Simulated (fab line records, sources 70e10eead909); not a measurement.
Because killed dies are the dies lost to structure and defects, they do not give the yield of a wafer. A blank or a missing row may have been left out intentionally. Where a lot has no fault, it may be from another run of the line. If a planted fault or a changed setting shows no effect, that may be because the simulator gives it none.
Chamber matching	flow nandHarc	cmp-04 running NHARC_A_CHANNEL_FILL_D1_CMP_10: 4 sister chambers
The step polishes, target thk 150 nm. 4 wafers are shown with their chamber, then 8 later ones without.

WAFERS, EACH WITH ITS CHAMBER
wafer	chamber	motorCurrentA (A)
L082.2	2	10.9
L082.3	3	12.3
L087.5	0	12.7
L090.1	1	12.9

WAFERS WITH NO CHAMBER GIVEN
wafer	motorCurrentA (A)
L090.5	11.2
L090.6	13.4
L091.2	12.5
L091.5	12.7
L091.6	13.1
L095.1	10.8
L095.2	12.9
L095.5	11.1

WHICH CHAMBER EACH ONE RAN IN
wafer	from the rows above	in truth
L090.5	2	2
L090.6	can't be placed: 1 or 0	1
L091.2	can't be placed: 0 or 3 or 1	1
L091.5	can't be placed: 0 or 1 or 3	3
L091.6	can't be placed: 1 or 0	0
L095.1	2	2
L095.2	can't be placed: 1 or 0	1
L095.5	2	2
Placed correctly: 3 of 8. Can't be placed from these rows: 5 (the true chamber is among the candidates in 5). 0 placed wrongly.
How it was worked out, from the rows above alone: a wafer's distance from a chamber is the root of the sum, over the readings, of the square of ((its reading less the chamber's mean) divided by the reading's scatter). If the next closest chamber is less than 2 further off than the closest, the wafer can't be placed; otherwise it belongs to the closest. The mean given for a chamber averages the wafers shown for that chamber. The scatter: root of mean squared gap, hidden wafer to nearest shown wafer, with one shown wafer a chamber.
